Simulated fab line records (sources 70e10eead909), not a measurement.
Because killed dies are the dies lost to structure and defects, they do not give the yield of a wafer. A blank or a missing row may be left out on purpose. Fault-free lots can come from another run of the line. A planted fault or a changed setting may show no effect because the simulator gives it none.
fab line records	flow nand-harc
record: lots: 24	wafers: 72	last-day: 24
route steps=1159 shown A_STAIRCASE@705 A_SLIT@792 A_CONTACT@873
lots that met no fault: taken from a fault-free run of the same line
start-h: the number of hours between the record's first day and the start of the first shown wafer of the lot	wait-h: hours since the lot's step before	" same as the row above	L1.1+2: several wafers, shown together as one row	- no value, or no start given	* or withheld: withheld	< > ~ a bound
route shown NAME@n: names a module that has steps shown in the file, with the first one's number in the route	usual: mean/standard deviation taken from wafers without a fault	same: alike in all rows	chamber/n: place in a boat	sites: readings site by site	_std_site: standard deviation across them	_edge_site: inner sites' mean taken away from outer sites' mean	radius-mm: how far each site lies from the wafer's centre	mask NAME#n: copy n	behind: tool/chamber where the wafer was last shaped	hold: the reason the lot was held/the length of the hold in hours/how it ended	device: the transistor (n, p or np) that didn't switch	end of line: tests run on the same wafers once the route is complete	for a step that has no rows: nothing shown but its recipe	killed: count of dies lost to structure and defects at first sort (not the wafer's yield)	map: shows each die of a wafer: x if killed, . if not, _ if none is there
set.NAME: the run value of the setting; set.NAME@STEP: its run value at that earlier step	model.NAME: the simulator's own value behind a step, which no gauge read
the route's steps for a sample of lots (tables are steps, rows are wafers)
services: the hour from which a tool's chamber was out of use, counted from the record's first day as start-h (under 0 if before that day), plus the number of hours and why
== steps ==
step: NHARC_A_STAIRCASE_ALD_420
recipe: target-thk-a: 200	pulse-time-s: 6	ald-cycles: 200	temp-c: 300	material: SiO2
usual: heater-power-w: 451/44	precursor-pulse-height-rel: 1.001/0.02	susceptor-temp-C: 299.99/0.18
lot.wafer	tool	chamber	start-h	wait-h	heater-power-w	precursor-pulse-height-rel	susceptor-temp-C
L074.2	ald-hk-03	1	276.72	-	505	1.033	300.05
L074.3	"	3	"	"	413	0.971	299.87
L074.6	"	1	"	"	484	1.020	299.80
L075.3	ald-hk-02	1	279.74	-	437	0.984	300.00
L075.4	"	3	"	"	461	1.010	299.80
L075.5	"	1	"	"	430	0.976	299.92
L076.2	ald-hk-03	1	280.06	-	512	1.017	300.34
L076.6	"	2	"	"	522	1.035	300.07
L076.5	"	3	"	"	422	0.995	300.11
L077.3	ald-hk-02	3	290.86	-	447	0.992	299.90
L077.6	"	1	"	"	425	1.010	299.87
L077.5	"	2	"	"	480	0.969	299.79
L079.2	ald-hk-01	3	292.48	-	490	0.982	300.16
L079.3	"	0	"	"	425	1.035	299.79
L079.6	"	0	"	"	441	1.006	299.95
L080.1	ald-hk-03	3	292.81	-	419	1.029	299.73
L080.6	"	1	"	"	482	1.011	299.92
L080.5	"	2	"	"	526	1.002	300.10
L078.3	ald-hk-02	2	297.42	-	475	0.972	300.14
L078.4	"	3	"	"	448	1.025	299.92
L078.5	"	1	"	"	420	0.994	300.31
L081.1	ald-hk-01	0	306.69	-	432	1.002	-
L081.2	"	1	"	"	417	1.006	-
L081.6	"	2	"	"	502	1.036	-
L083.2	ald-hk-02	2	319.62	-	479	1.017	300.03
L083.3	"	0	"	"	372	1.029	300.02
L083.4	"	1	"	"	421	1.048	300.29
L082.4	ald-hk-03	3	319.81	-	406	1.004	300.14
L082.2	"	0	"	"	462	0.998	300.06
L082.6	"	3	"	"	410	0.958	299.82
L084.1	ald-hk-02	2	333.34	-	469	0.991	299.89
L084.5	"	0	"	"	372	0.985	300.06
L084.6	"	1	"	"	434	0.974	300.35
L085.1	ald-hk-02	2	342.47	-	479	1.005	300.05
L085.5	"	2	"	"	473	1.004	300.31
L085.6	"	3	"	"	451	1.004	300.02
L086.2	ald-hk-03	3	342.66	-	400	0.966	299.98
L086.3	"	1	"	"	486	1.020	300.21
L086.5	"	3	"	"	416	1.007	300.07
L087.3	ald-hk-01	0	342.83	-	433	1.019	299.90
L087.2	"	1	"	"	409	0.988	299.86
L087.5	"	2	"	"	505	1.004	300.31
L089.2	ald-hk-02	3	362.50	-	446	1.016	299.92
L089.3	"	2	"	"	474	1.028	300.43
L089.5	"	3	"	"	452	0.988	300.10
L088.2	ald-hk-03	0	362.66	-	458	1.006	299.59
L088.4	"	1	"	"	495	0.994	299.92
L088.5	"	3	"	"	432	1.008	300.05
L090.3	ald-hk-01	0	367.76	-	436	0.983	299.66
L090.1	"	3	"	"	480	0.983	299.87
L090.5	"	1	"	"	415	1.008	299.85
L091.1	ald-hk-02	2	368.35	-	472	1.025	300.00
L091.6	"	2	"	"	484	1.000	300.00
L091.5	"	3	"	"	455	1.013	299.96
L093.3	ald-hk-03	0	373.33	-	455	0.988	300.04
L093.2	"	1	"	"	494	1.006	300.14
L093.6	"	1	"	"	497	1.020	300.11
L092.1	ald-hk-02	2	373.46	-	478	1.019	300.05
L092.4	"	3	"	"	448	0.995	300.05
L092.6	"	2	"	"	479	1.007	300.23
L095.3	ald-hk-02	3	384.73	-	439	1.012	299.96
L095.5	"	2	"	"	479	0.998	299.78
L095.6	"	3	"	"	447	0.980	300.23
L096.3	ald-hk-01	0	387.69	-	438	0.982	300.10
L096.2	"	2	"	"	510	1.012	299.85
L096.1	"	3	"	"	480	1.016	300.06
L094.1	ald-hk-03	3	387.84	-	403	1.011	300.05
L094.3	"	0	"	"	446	1.018	299.88
L094.5	"	2	"	"	540	1.021	300.00
L097.3	ald-hk-02	2	412.01	-	465	0.964	300.05
L097.2	"	3	"	"	455	1.011	300.06
L097.5	"	1	"	"	428	1.012	300.01
step: NHARC_A_STAIRCASE_INSPECT_155
usual: raw-defect-count: 330/120
lot.wafer	tool	chamber	start-h	wait-h	raw-defect-count
L075.3	defect-inspect-01	-	313.94	0.1	281
L075.4	"	-	"	"	277
L075.5	"	-	"	"	201
L074.2	defect-inspect-01	-	314.25	0.1	179
L074.3	"	-	"	"	208
L074.6	"	-	"	"	231
L076.2	defect-inspect-01	-	314.59	0.1	234
L076.5	"	-	"	"	402
L076.6	"	-	"	"	268
L080.1	defect-inspect-02	-	332.28	0.1	223
L080.5	"	-	"	"	469
L080.6	"	-	"	"	366
L077.3	defect-inspect-02	-	332.66	0.1	208
L077.5	"	-	"	"	258
L077.6	"	-	"	"	334
L078.3	defect-inspect-02	-	332.68	0.1	494
L078.4	"	-	"	"	472
L078.5	"	-	"	"	469
L079.2	defect-inspect-01	-	333.54	0.1	274
L079.3	"	-	"	"	294
L079.6	"	-	"	"	395
L081.1	defect-inspect-02	-	346.02	0.1	354
L081.2	"	-	"	"	547
L081.6	"	-	"	"	421
L083.2	defect-inspect-02	-	357.19	0.1	199
L083.3	"	-	"	"	175
L083.4	"	-	"	"	210
L082.2	defect-inspect-02	-	357.61	0.1	281
L082.4	"	-	"	"	758
L082.6	"	-	"	"	433
L084.1	defect-inspect-01	-	369.66	0.1	393
L084.5	"	-	"	"	473
L084.6	"	-	"	"	274
L086.2	defect-inspect-01	-	383.26	0.1	356
L086.3	"	-	"	"	211
L086.5	"	-	"	"	209
L085.1	defect-inspect-01	-	383.56	0.1	397
L085.5	"	-	"	"	303
L085.6	"	-	"	"	574
L087.2	defect-inspect-01	-	383.61	0.1	297
L087.3	"	-	"	"	278
L087.5	"	-	"	"	307
L089.2	defect-inspect-02	-	399.57	0.1	398
L089.3	"	-	"	"	258
L089.5	"	-	"	"	208
L088.2	defect-inspect-01	-	399.74	0.1	410
L088.4	"	-	"	"	520
L088.5	"	-	"	"	384
L090.1	defect-inspect-01	-	404.43	0.1	227
L090.3	"	-	"	"	254
L090.5	"	-	"	"	327
L091.1	defect-inspect-02	-	404.69	0.1	526
L091.5	"	-	"	"	488
L091.6	"	-	"	"	386
L092.1	defect-inspect-02	-	409.58	0.1	179
L092.4	"	-	"	"	336
L092.6	"	-	"	"	189
L093.2	defect-inspect-01	-	409.92	0.1	457
L093.3	"	-	"	"	651
L093.6	"	-	"	"	299
L095.3	defect-inspect-02	-	420.78	0.1	384
L095.5	"	-	"	"	274
L095.6	"	-	"	"	318
L094.1	defect-inspect-02	-	420.96	0.1	234
L094.3	"	-	"	"	268
L094.5	"	-	"	"	277
L096.1	defect-inspect-01	-	421.11	0.1	390
L096.2	"	-	"	"	385
L096.3	"	-	"	"	479
L097.2	defect-inspect-02	-	455.00	0.1	406
L097.3	"	-	"	"	332
L097.5	"	-	"	"	328
step: NHARC_A_SLIT_INSPECT_11
usual: raw-defect-count: 21/10
lot.wafer	tool	chamber	start-h	wait-h	raw-defect-count
L076.2	defect-inspect-01	-	325.79	0.0	11
L076.5	"	-	"	"	10
L076.6	"	-	"	"	7
L075.3	defect-inspect-02	-	325.97	0.0	22
L075.4	"	-	"	"	32
L075.5	"	-	"	"	29
L074.2	defect-inspect-01	-	327.33	0.0	11
L074.3	"	-	"	"	6
L074.6	"	-	"	"	13
L079.2	defect-inspect-02	-	342.78	0.0	17
L079.3	"	-	"	"	9
L079.6	"	-	"	"	13
L078.3	defect-inspect-01	-	344.11	0.0	23
L078.4	"	-	"	"	20
L078.5	"	-	"	"	28
L080.1	defect-inspect-02	-	344.27	0.0	21
L080.5	"	-	"	"	27
L080.6	"	-	"	"	25
L077.3	defect-inspect-01	-	344.72	0.0	10
L077.5	"	-	"	"	9
L077.6	"	-	"	"	7
L081.1	defect-inspect-02	-	361.61	0.0	30
L081.2	"	-	"	"	29
L081.6	"	-	"	"	26
L083.2	defect-inspect-02	-	369.13	0.0	10
L083.3	"	-	"	"	4
L083.4	"	-	"	"	4
L082.2	defect-inspect-01	-	369.50	0.0	21
L082.4	"	-	"	"	36
L082.6	"	-	"	"	33
L084.1	defect-inspect-01	-	380.29	0.0	16
L084.5	"	-	"	"	11
L084.6	"	-	"	"	8
L087.2	defect-inspect-02	-	394.03	0.0	24
L087.3	"	-	"	"	28
L087.5	"	-	"	"	35
L085.1	defect-inspect-01	-	394.20	0.0	28
L085.5	"	-	"	"	27
L085.6	"	-	"	"	31
L086.2	defect-inspect-01	-	394.81	0.0	14
L086.3	"	-	"	"	20
L086.5	"	-	"	"	19
L089.2	defect-inspect-01	-	410.28	0.0	33
L089.3	"	-	"	"	40
L089.5	"	-	"	"	35
L088.2	defect-inspect-02	-	410.67	0.0	12
L088.4	"	-	"	"	17
L088.5	"	-	"	"	16
L091.1	defect-inspect-01	-	416.29	0.0	31
L091.5	"	-	"	"	38
L091.6	"	-	"	"	35
L090.1	defect-inspect-02	-	416.43	0.0	11
L090.3	"	-	"	"	11
L090.5	"	-	"	"	11
L092.1	defect-inspect-02	-	421.35	0.0	24
L092.4	"	-	"	"	21
L092.6	"	-	"	"	26
L093.2	defect-inspect-02	-	421.50	0.0	36
L093.3	"	-	"	"	31
L093.6	"	-	"	"	41
L094.1	defect-inspect-02	-	434.16	0.0	19
L094.3	"	-	"	"	15
L094.5	"	-	"	"	8
L095.3	defect-inspect-02	-	434.79	0.0	20
L095.5	"	-	"	"	20
L095.6	"	-	"	"	10
L096.1	defect-inspect-02	-	435.17	0.0	45
L096.2	"	-	"	"	47
L096.3	"	-	"	"	35
L097.2	defect-inspect-01	-	465.21	0.0	14
L097.3	"	-	"	"	13
L097.5	"	-	"	"	20
step: NHARC_A_CONTACT_ETCH_122
recipe: source-w: withheld	pressure-mtorr: 20	bias-v: 3000	time-s: 95	target-depth-a: 9300	ar-flow-sccm: withheld	c4f8-flow-sccm: withheld	o2-flow-sccm: withheld	chemistry: C4F8/O2/Ar
lot.wafer	tool	chamber	start-h	wait-h	rf-hours-counter-h
L075.3	har-cap-etch-01	1	373.05	0.1	-
L075.4	"	0	"	"	-
L075.5	"	1	"	"	-
L076.2	har-cap-etch-02	1	373.68	0.1	11
L076.6	"	0	"	"	-
L076.5	"	1	"	"	-
L074.2	har-cap-etch-01	1	377.17	0.1	56
L074.3	"	0	"	"	-
L074.6	"	1	"	"	-
L079.2	har-cap-etch-02	1	386.57	0.1	14
L079.3	"	0	"	"	-
L079.6	"	0	"	"	-
L078.4	har-cap-etch-03	1	388.52	0.1	-
L078.3	"	0	"	"	-
L078.5	"	0	"	"	-
L080.1	har-cap-etch-01	1	390.94	0.1	59
L080.6	"	1	"	"	-
L080.5	"	0	"	"	-
L077.3	har-cap-etch-02	1	398.74	0.1	-
L077.6	"	0	"	"	-
L077.5	"	1	"	"	-
L081.1	har-cap-etch-02	1	409.23	0.1	18
L081.2	"	0	"	"	18
L081.6	"	1	"	"	-
L082.2	har-cap-etch-03	0	421.37	0.1	95
L082.4	"	0	"	"	-
L082.6	"	0	"	"	-
L083.2	har-cap-etch-02	0	421.57	0.1	19
L083.4	"	1	"	"	-
L083.3	"	0	"	"	-
L084.1	har-cap-etch-01	0	430.50	0.1	65
L084.5	"	0	"	"	-
L084.6	"	1	"	"	-
L086.2	har-cap-etch-02	0	448.70	0.1	22
L086.3	"	1	"	"	-
L086.5	"	1	"	"	-
L085.1	har-cap-etch-01	0	449.30	0.1	67
L085.5	"	1	"	"	-
L085.6	"	0	"	"	-
L087.2	har-cap-etch-03	1	454.34	0.1	99
L087.3	"	1	"	"	-
L087.5	"	0	"	"	-
L091.1	har-cap-etch-01	0	461.67	0.1	70
L091.6	"	1	"	"	-
L091.5	"	0	"	"	-
L090.1	har-cap-etch-01	0	464.37	0.1	71
L090.3	"	1	"	"	-
L090.5	"	0	"	"	-
L089.2	har-cap-etch-02	1	468.40	0.1	26
L089.3	"	0	"	"	-
L089.5	"	1	"	"	-
L088.2	har-cap-etch-01	1	469.78	0.1	72
L088.4	"	1	"	"	-
L088.5	"	1	"	"	-
L093.2	har-cap-etch-03	1	472.73	0.1	103
L093.3	"	0	"	"	-
L093.6	"	1	"	"	-
L092.1	har-cap-etch-02	0	477.09	0.1	28
L092.4	"	0	"	"	-
L092.6	"	0	"	"	-
L094.1	har-cap-etch-03	1	478.73	0.1	105
L094.3	"	1	"	"	-
L094.5	"	0	"	"	-
L096.1	har-cap-etch-02	1	480.16	0.1	29
L096.2	"	0	"	"	29
L096.3	"	0	"	"	-
L095.3	har-cap-etch-01	1	486.08	0.1	-
L095.6	"	0	"	"	-
L095.5	"	1	"	"	-
L097.2	har-cap-etch-03	0	512.44	0.1	111
L097.3	"	0	"	"	-
L097.5	"	0	"	"	-
step: NHARC_A_CONTACT_ETCH_90
recipe: target-depth-a: 400	over-etch-frac: 0.5	time-s: 85.7	ion-energy-ev: 120	ch3f-flow-sccm: 50	o2-flow-sccm: 30	ar-flow-sccm: 200	rf-w: 500	bias-w: 100	chemistry: CH3F/O2
usual: drypump-motor-current-A: 5.8/0.41	mfc-ar-sccm: 200.0/0.55	oes-product-au: 0.94/0.031	rf-vpp-V: 244.7/1.8	showerhead-plenum-p-Torr: 2.49/0.12	throttle-valve-pct: 20.663/0.0096
lot.wafer	tool	chamber	start-h	wait-h	drypump-motor-current-A	mfc-ar-sccm	oes-product-au	rf-hours-counter-h	rf-vpp-V	showerhead-plenum-p-Torr	throttle-valve-pct
L075.4	rie-diel-12	0	373.78	0.5	5.5	199.9	0.92	64	246.5	2.63	20.687
L075.3	"	2	"	"	4.8	200.1	0.92	58	242.4	2.28	20.675
L075.5	"	0	"	"	5.5	200.3	0.91	-	246.0	2.63	20.679
L076.2	rie-diel-01	1	374.36	0.5	5.7	200.4	0.93	21	246.2	2.48	20.663
L076.5	"	1	"	"	5.7	199.5	0.93	-	245.3	2.48	20.674
L076.6	"	2	"	"	6.6	200.7	0.93	-	244.7	2.44	20.646
L074.3	rie-diel-12	0	377.88	0.5	5.5	200.0	0.92	64	248.1	2.63	20.654
L074.2	"	1	"	"	5.2	199.9	0.92	63	245.7	2.56	20.645
L074.6	"	2	"	"	4.9	200.2	0.93	-	241.1	2.28	20.647
L079.3	rie-diel-11	0	387.38	0.5	5.6	199.7	0.92	4	246.3	2.58	20.658
L079.2	"	1	"	"	5.5	201.1	0.92	4	246.8	2.60	20.650
L079.6	"	1	"	"	5.5	201.5	0.92	-	244.9	2.60	20.669
L078.3	rie-diel-12	3	389.18	0.4	5.4	199.8	1.00	0	247.2	2.63	20.660
L078.4	"	1	"	"	5.2	199.7	1.00	0	248.2	2.56	20.666
L078.5	"	3	"	"	5.4	200.3	1.00	-	245.9	2.64	20.654
L080.1	rie-diel-01	0	391.69	0.6	6.4	200.3	0.99	31	241.9	2.27	20.661
L080.6	"	3	"	"	6.2	200.3	1.00	-	245.5	2.56	20.668
L080.5	"	0	"	"	6.3	201.2	1.00	-	241.5	2.27	20.668
L077.3	rie-diel-11	1	399.55	0.5	5.6	199.7	0.92	7	248.2	2.60	20.647
L077.5	"	2	"	"	5.8	200.1	0.92	-	242.0	2.32	20.683
L077.6	"	3	"	"	5.8	199.5	0.93	-	245.6	2.48	20.667
L081.2	rie-diel-01	0	410.06	0.6	6.3	200.1	0.99	38	240.7	2.27	20.669
L081.1	"	2	"	"	6.6	200.6	1.00	38	243.0	2.44	20.661
L081.6	"	0	"	"	6.3	200.0	0.99	-	241.0	2.27	20.664
L082.2	rie-diel-12	2	422.08	0.6	4.9	200.1	0.93	10	246.6	2.66	20.677
L082.4	"	3	"	"	5.3	199.9	0.93	10	245.0	2.63	20.648
L082.6	"	1	"	"	5.2	200.8	0.93	-	245.6	2.56	20.666
L083.2	rie-diel-01	1	422.39	0.6	5.7	199.8	0.94	40	244.8	2.47	20.655
L083.3	"	2	"	"	6.6	200.3	0.92	41	243.9	2.43	20.668
L083.4	"	3	"	"	6.3	199.9	0.93	42	246.9	2.55	20.662
L084.1	rie-diel-11	0	431.19	0.5	5.6	199.7	0.94	13	245.8	2.58	20.639
L084.6	"	0	"	"	5.6	199.2	0.93	-	245.6	2.58	20.646
L084.5	"	1	"	"	5.6	199.6	0.92	-	246.9	2.60	20.661
L086.2	rie-diel-11	3	449.56	0.7	5.8	199.1	0.92	16	244.6	2.48	20.664
L086.3	"	0	"	"	5.6	201.0	0.92	15	245.7	2.58	20.667
L086.5	"	2	"	"	5.8	200.2	0.93	-	242.9	2.32	20.655
L085.1	rie-diel-11	3	450.02	0.5	5.8	200.2	0.92	16	243.8	2.48	20.649
L085.5	"	0	"	"	5.6	200.6	0.92	-	244.4	2.58	20.666
L085.6	"	1	"	"	5.6	200.0	0.92	-	246.8	2.60	20.668
L087.3	rie-diel-11	3	455.01	0.4	5.8	200.4	0.93	17	243.2	2.48	20.656
L087.2	"	0	"	"	5.6	199.7	0.94	16	246.7	2.58	20.667
L087.5	"	0	"	"	5.6	199.4	0.93	-	246.3	2.58	20.660
L091.1	rie-diel-01	0	462.35	0.5	6.3	200.6	0.93	54	241.6	2.27	20.659
L091.6	"	0	"	"	6.3	200.5	0.92	-	241.8	2.27	20.669
L091.5	"	1	"	"	5.7	199.0	0.95	-	244.8	2.47	20.658
L090.1	rie-diel-01	2	465.05	0.5	6.6	199.7	0.92	53	244.1	2.43	20.660
L090.3	"	3	"	"	6.3	199.5	0.92	55	243.8	2.55	20.672
L090.5	"	3	"	"	6.3	199.0	0.92	-	245.9	2.55	20.642
L089.3	rie-diel-11	3	469.38	0.6	5.8	199.8	0.93	20	243.5	2.48	20.678
L089.2	"	1	"	"	5.6	200.5	0.93	18	245.9	2.60	20.664
L089.5	"	3	"	"	5.8	199.6	0.92	-	243.2	2.48	20.664
L088.2	rie-diel-11	0	470.47	0.5	5.6	200.5	0.93	19	246.0	2.58	20.670
L088.4	"	1	"	"	5.6	200.6	0.93	19	246.6	2.60	20.673
L088.5	"	3	"	"	5.8	200.2	0.92	-	244.4	2.48	20.681
L093.3	rie-diel-01	3	473.41	0.4	6.2	199.3	0.93	58	245.7	2.55	20.648
L093.2	"	1	"	"	5.7	199.9	0.94	56	246.6	2.46	20.668
L093.6	"	3	"	"	6.2	199.8	0.92	-	244.8	2.55	20.664
L092.1	rie-diel-01	3	478.08	0.7	6.3	200.1	0.91	62	244.1	2.54	20.667
L092.6	"	3	"	"	6.3	200.4	0.92	-	245.3	2.54	20.661
L092.4	"	2	"	"	6.7	199.8	0.92	-	242.1	2.43	20.666
L094.3	rie-diel-11	0	479.43	0.5	5.6	200.0	0.93	21	246.4	2.58	20.648
L094.1	"	2	"	"	5.8	199.3	0.93	22	241.8	2.31	20.657
L094.5	"	0	"	"	5.6	199.3	0.94	-	245.3	2.58	20.673
L096.2	rie-diel-11	2	481.16	0.7	5.8	200.5	0.99	22	241.5	2.32	20.659
L096.3	"	3	"	"	5.8	200.6	0.99	22	244.0	2.48	20.670
L096.1	"	0	"	"	5.6	200.5	0.99	21	246.6	2.58	20.653
L095.3	rie-diel-11	3	486.72	0.4	5.8	199.6	1.00	23	243.9	2.48	20.673
L095.6	"	3	"	"	5.8	200.6	0.99	-	245.5	2.48	20.650
L095.5	"	0	"	"	5.6	200.0	1.00	-	244.6	2.58	20.654
L097.3	rie-diel-11	3	513.14	0.5	5.8	199.6	0.92	29	244.9	2.48	20.660
L097.2	"	0	"	"	5.6	200.1	1.01	25	245.2	2.58	20.674
L097.5	"	2	"	"	5.8	199.8	0.94	-	242.3	2.31	20.644
step: NHARC_A_CONTACT_ETCH_78
recipe: target-depth-a: 28000	over-etch-frac: 0.3	time-s: 728	ion-energy-ev: 150	o2-flow-sccm: 400	cos-flow-sccm: 20	ar-flow-sccm: 0	rf-w: 500	bias-w: 300	chemistry: O2/COS
usual: drypump-motor-current-A: 5.8/0.43	mfc-ar-sccm: 0.023/0.016	oes-product-au: 1.000/0.0065	rf-vpp-V: 315.1/2.2	showerhead-plenum-p-Torr: 3.18/0.14	throttle-valve-pct: 28.332/0.009
lot.wafer	tool	chamber	start-h	wait-h	drypump-motor-current-A	mfc-ar-sccm	oes-product-au	rf-hours-counter-h	rf-vpp-V	showerhead-plenum-p-Torr	throttle-valve-pct
L075.3	rie-diel-11	3	-	-	5.8	0.036	0.986	0	314.4	3.16	28.328
L075.4	"	1	"	"	5.5	0	0.992	0	316.7	3.30	28.341
L075.5	"	3	"	"	5.8	0.036	1.000	-	315.3	3.16	28.327
L076.2	rie-diel-11	0	-	-	5.6	0.041	0.997	1	316.9	3.28	28.326
L076.5	"	1	"	"	5.6	0	1.003	-	317.7	3.30	28.341
L076.6	"	2	"	"	5.8	0.024	1.009	-	312.9	2.95	28.321
L074.2	rie-diel-11	3	-	-	5.8	0.036	0.982	2	315.0	3.16	28.334
L074.3	"	1	"	"	5.6	0	1.004	2	317.5	3.30	28.329
L074.6	"	0	"	"	5.6	0.041	1.011	-	315.9	3.28	28.334
L079.3	rie-diel-11	3	-	-	5.8	0.036	1.002	5	314.7	3.15	28.344
L079.2	"	0	"	"	5.6	0.041	1.002	6	316.2	3.28	28.333
L079.6	"	0	"	"	5.6	0.041	1.006	-	317.2	3.28	28.336
L078.3	rie-diel-01	2	-	-	6.7	0.044	0.999	30	315.1	3.10	28.331
L078.4	"	3	"	"	6.2	0.026	0.995	31	313.6	3.24	28.321
L078.5	"	1	"	"	5.7	0	1.003	-	316.0	3.14	28.346
L080.1	rie-diel-12	3	-	-	5.4	0	0.996	4	317.5	3.34	28.336
L080.5	"	1	"	"	5.2	0.006	0.998	-	316.7	3.25	28.322
L080.6	"	2	"	"	4.9	0.014	0.998	-	317.1	3.37	28.327
L077.3	rie-diel-11	0	-	-	5.6	0.041	0.995	9	316.3	3.28	28.331
L077.5	"	0	"	"	5.6	0.041	1.009	-	317.9	3.28	28.321
L077.6	"	1	"	"	5.5	0	1.001	-	317.1	3.30	28.339
L081.1	rie-diel-12	1	-	-	5.2	0.006	0.996	9	315.0	3.25	28.312
L081.2	"	3	"	"	5.4	0	1.001	8	318.1	3.34	28.326
L081.6	"	1	"	"	5.2	0.006	1.005	-	315.5	3.25	28.327
L082.4	rie-diel-11	2	-	-	5.8	0.024	0.997	11	312.4	2.95	28.328
L082.2	"	1	"	"	5.6	0	1.002	12	316.7	3.30	28.340
L082.6	"	2	"	"	5.8	0.024	1.003	-	310.8	2.95	28.332
L083.4	rie-diel-01	2	-	-	6.6	0.044	1.003	42	312.6	3.09	28.333
L083.2	"	0	"	"	6.3	0.021	0.999	43	310.6	2.89	28.317
L083.3	"	1	"	"	5.7	0	1.013	41	315.7	3.14	28.333
L084.1	rie-diel-12	0	-	-	5.5	0.028	1.005	17	317.3	3.33	28.328
L084.6	"	2	"	"	4.8	0.014	1.007	-	317.6	3.37	28.340
L084.5	"	3	"	"	5.3	0	1.000	-	318.5	3.33	28.328
L086.2	rie-diel-11	0	-	-	5.6	0.041	1.007	16	316.8	3.27	28.321
L086.3	"	1	"	"	5.6	0	1.006	16	318.0	3.30	28.332
L086.5	"	2	"	"	5.8	0.024	1.006	-	311.1	2.95	28.333
L085.1	rie-diel-01	1	-	-	5.7	0	0.999	49	313.6	3.13	28.338
L085.5	"	1	"	"	5.7	0	0.998	-	313.5	3.13	28.341
L085.6	"	2	"	"	6.6	0.044	1.001	-	312.7	3.09	28.317
L087.2	rie-diel-11	1	-	-	5.6	0	1.000	17	316.5	3.30	28.334
L087.3	"	2	"	"	5.8	0.024	1.003	17	311.9	2.95	28.345
L087.5	"	0	"	"	5.6	0.041	1.010	-	316.4	3.27	28.339
L091.1	rie-diel-01	3	-	-	6.3	0.026	0.997	57	316.0	3.23	28.336
L091.6	"	1	"	"	5.7	0	1.005	-	315.5	3.13	28.320
L091.5	"	2	"	"	6.6	0.044	0.999	-	313.6	3.09	28.334
L090.3	rie-diel-11	0	-	-	5.6	0.041	1.004	20	316.5	3.27	28.333
L090.1	"	1	"	"	5.6	0	1.000	19	314.3	3.29	28.339
L090.5	"	2	"	"	5.8	0.024	1.005	-	312.1	2.94	28.327
L089.2	rie-diel-01	0	-	-	6.4	0.021	0.992	59	312.0	2.88	28.347
L089.3	"	1	"	"	5.7	0	0.999	57	314.1	3.13	28.342
L089.5	"	1	"	"	5.7	0	0.993	-	315.2	3.13	28.336
L088.2	rie-diel-01	1	-	-	5.7	0	1.002	58	313.9	3.13	28.312
L088.4	"	1	"	"	5.7	0	1.007	-	313.7	3.13	28.320
L088.5	"	3	"	"	6.3	0.026	0.999	-	313.4	3.23	28.326
L093.3	rie-diel-12	3	-	-	5.4	0	1.006	30	315.5	3.33	28.347
L093.2	"	2	"	"	4.8	0.014	1.010	30	318.6	3.36	28.331
L093.6	"	3	"	"	5.4	0	1.000	-	316.6	3.32	28.331
L092.1	rie-diel-01	2	-	-	6.6	0.044	1.000	63	314.9	3.08	28.328
L092.4	"	1	"	"	5.7	0	1.001	63	315.2	3.12	28.334
L092.6	"	2	"	"	6.7	0.044	0.996	-	313.7	3.08	28.329
L094.1	rie-diel-11	0	-	-	5.6	0.041	1.012	22	316.7	3.27	28.344
L094.3	"	2	"	"	5.8	0.024	1.001	22	310.8	2.94	28.332
L094.5	"	0	"	"	5.6	0.041	0.997	-	315.6	3.27	28.316
L096.1	rie-diel-11	3	-	-	5.8	0.036	0.999	24	315.3	3.14	28.328
L096.3	"	1	"	"	5.6	0	0.995	21	317.6	3.29	28.327
L096.2	"	2	"	"	5.8	0.024	1.013	23	311.1	2.94	28.326
L095.3	rie-diel-12	2	-	-	4.9	0.014	1.001	34	317.8	3.35	28.319
L095.5	"	2	"	"	4.9	0.014	1.000	-	317.1	3.35	28.342
L095.6	"	3	"	"	5.4	0	0.991	-	316.3	3.32	28.324
L097.2	rie-diel-11	3	-	-	5.8	0.036	0.996	29	313.7	3.14	28.326
L097.3	"	1	"	"	5.6	0	0.995	27	316.7	3.29	28.330
L097.5	"	0	"	"	5.6	0.041	1.012	-	318.6	3.27	28.325
== services ==
tool	chamber	start-h	hours	kind
rie-diel-11	0	272.00	-	clean
rie-diel-12	2	285.43	4.8	repair
rie-diel-11	-	301.23	0.3	repair
har-cap-etch-02	-	306.45	17.0	pm
rie-diel-01	-	314.99	9.0	pm
rie-diel-12	3	334.04	1.7	repair
har-cap-etch-01	-	338.04	0.3	repair
ald-hk-01	-	343.87	0.8	repair
rie-diel-11	-	366.53	9.0	pm
rie-diel-01	-	370.63	0.4	repair
rie-diel-12	-	379.62	9.0	pm
ald-hk-01	-	407.41	10.0	pm
rie-diel-01	-	437.94	0.2	repair
har-cap-etch-02	-	439.59	0.3	repair
har-cap-etch-01	-	440.34	0.3	repair
rie-diel-11	0	441.10	3.3	repair
rie-diel-11	1	454.41	2.5	repair
ald-hk-01	-	456.70	3.0	repair
ald-hk-03	-	489.22	1.2	repair
rie-diel-01	0	490.11	22.5	repair
rie-diel-01	-	491.99	9.0	pm
rie-diel-11	0	500.70	10.5	repair
ald-hk-03	-	506.73	10.0	pm
rie-diel-12	0	517.68	12.1	repair
== key ==
fault none
